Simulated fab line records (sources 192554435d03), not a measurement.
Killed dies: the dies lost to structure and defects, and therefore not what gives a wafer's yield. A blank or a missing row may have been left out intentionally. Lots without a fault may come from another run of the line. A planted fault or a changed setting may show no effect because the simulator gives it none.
Matching of chambers -- flow n5-finfet -- N5_HKMG_FIN_STRIP_57 on rie-diel-03: 4 sister chambers
The step strips in CF4. 4 wafers are shown with their chamber, then 7 later ones without.

WAFERS PAIRED WITH THEIR CHAMBERS
wafer,chamber,showerhead-plenum-p-Torr (Torr)
L085.3,0,1.73
L086.5,3,1.91
L094.1,2,1.79
L094.2,1,1.86

WAFERS WITHOUT THEIR CHAMBER
wafer,showerhead-plenum-p-Torr (Torr)
L094.4,1.73
L095.1,1.90
L095.3,1.73
L095.6,1.86
L097.1,1.90
L097.4,1.79
L097.6,1.72

WHICH CHAMBER EACH ONE RAN IN
wafer,from the rows above,in truth
L094.4,0,0
L095.1,3,3
L095.3,0,0
L095.6,1,1
L097.1,3,3
L097.4,2,2
L097.6,0,0
Correct placement for 7 of the 7. From these rows, 0 cannot be placed. 0 placed wrongly.
How it was worked out, from the rows above alone: a wafer's distance from a chamber is the root of the sum, over the readings, of the square of ((its reading less the chamber's mean) divided by the reading's scatter). The wafer belongs to the nearest chamber; if the next one is less than 2 further off, it can't be placed. The mean given for a chamber averages the wafers shown for that chamber. The scatter (one wafer shown for each chamber): square how far every hidden wafer sits from the nearest shown wafer, average those squares and take the square root.
